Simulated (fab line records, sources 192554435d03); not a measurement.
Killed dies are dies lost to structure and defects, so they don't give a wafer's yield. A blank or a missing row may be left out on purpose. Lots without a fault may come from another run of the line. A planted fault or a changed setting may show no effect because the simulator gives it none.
A struck lot beside a sound one | flow n5_finfet | 13 steps out of a route of 1938
Sound: wafers L922.3, L922.5, L922.6. Struck: wafers L912.1, L912.2, L912.6. The cause comes at the end.
At each step with rows: each side's tool, then ch and its chambers, then its first start. Under that, the readings that differ: sound wafers | struck wafers | difference of the means | sigmas: that difference in standard deviations of wafers without a fault.
alike: readings whose means differ by less than 2 such deviations, and words and numbers that are the same on both sides. not compared: withheld readings, readings that some wafer has no value for, bounds like >300 that may hide the same value, and numbers for which the record gives no deviation and whose values overlap.
The two part at a step that has a row with sigmas, a row that says differs or no value, or rows on one side only. Numbers that don't overlap but have no deviation are shown without sigmas and don't part them. A reading that every wafer of one side lacks parts them only if that side has two wafers or more.

first, 9 steps without rows for these wafers: N5_BEOL_M3_EBR_24; N5_BEOL_M3_SOFTBAKE_23 (time 60 s); N5_BEOL_M3_EXPOSE_25 (exposes mask V2, defocus 5 nm); N5_BEOL_M3_PEB_26 (peb time 60 s); N5_BEOL_M3_DEVELOP_27 (develop time 30 s); N5_BEOL_M3_DESCUM_33 (chemistry O2, time 7 s); N5_BEOL_M3_ETCH_77 (etches underlayer in N2/H2, target depth 6.5 nm, time 5.2 s); N5_BEOL_M3_ETCH_69 (etches SiARC in CF4, target depth 15.6 nm, time 26 s); N5_BEOL_M3_ALD_98 (deposits SiO2, target thk 2.5 nm, pulse time 1 s, co reactant pulse time 1 s).
N5_BEOL_M3_ETCHBACK_99: etches SiO2 in CHF3, target depth 5 nm, time 10.4 s.
  sound on rie_diel-01 ch 2,3, day 13 10:31; struck on rie_diel-05 ch 0,3, day 10 08:51
  no value came back on the struck wafers for any of 9 readings (CHF3_flow_sccm (sccm), bias_w (W) and others); on the sound wafers CHF3_flow_sccm (sccm) reads 12.00 11.96 11.98
  not compared: rf_hours_counter_h
then, 1 step without rows for these wafers: N5_BEOL_M3_ETCH_70 (etches SOC in N2/H2, target depth 80 nm, overetch 16 nm, time 120 s).
N5_BEOL_M4_RC_MEAS_101:
  the record has rows for the sound wafers here (prober-01 ch 0, day 14 02:05) and none for the struck ones
-- the record jumps here: 5 days lie between the struck wafers' starts before and after (it left off in module BEOL_M4 and takes up again in module PASSIVATION, whose first step shown is number 1936 of the route) --
N5_PASSIVATION_PROBE_49:
  sound on prober-01, day 18 20:14; struck on prober-01, day 15 20:08
  reading                  | sound          | struck         | difference | sigmas
  defect_limited_yield (%) | 93.3 91.1 91.6 | 0 0 0          | -92        | -61
  killed_at_M0_to_M3       | 33 42 32       | 1083 1105 1089 | +1057      | +99 or more
  killed_at_front_end      | 25 40 22       | 55 46 65       | +26        | +2
  killed_dies              | 79 105 99      | 1180 1180 1180 | +1086      | +60
  killed_on_rim            | 11 17 15       | 152 152 152    | +138       | +33
  sort_bin_5_function (%)  | 3.8 5.6 4.5    | 95.1 95.6 95.6 | +90.8      | +91
  sort_n_pass              | 1101 1075 1081 | 0 0 0          | -1086      | -60
  alike: killed_at_M4_up, killed_at_contacts, killed_at_other, killed_open, killed_short, sort_bin_6_memory, sort_bin_8_speed

WHERE THEY PART
First at N5_BEOL_M3_ETCHBACK_99; last, within this record, at N5_PASSIVATION_PROBE_49.

WHY: what the simulator had put in
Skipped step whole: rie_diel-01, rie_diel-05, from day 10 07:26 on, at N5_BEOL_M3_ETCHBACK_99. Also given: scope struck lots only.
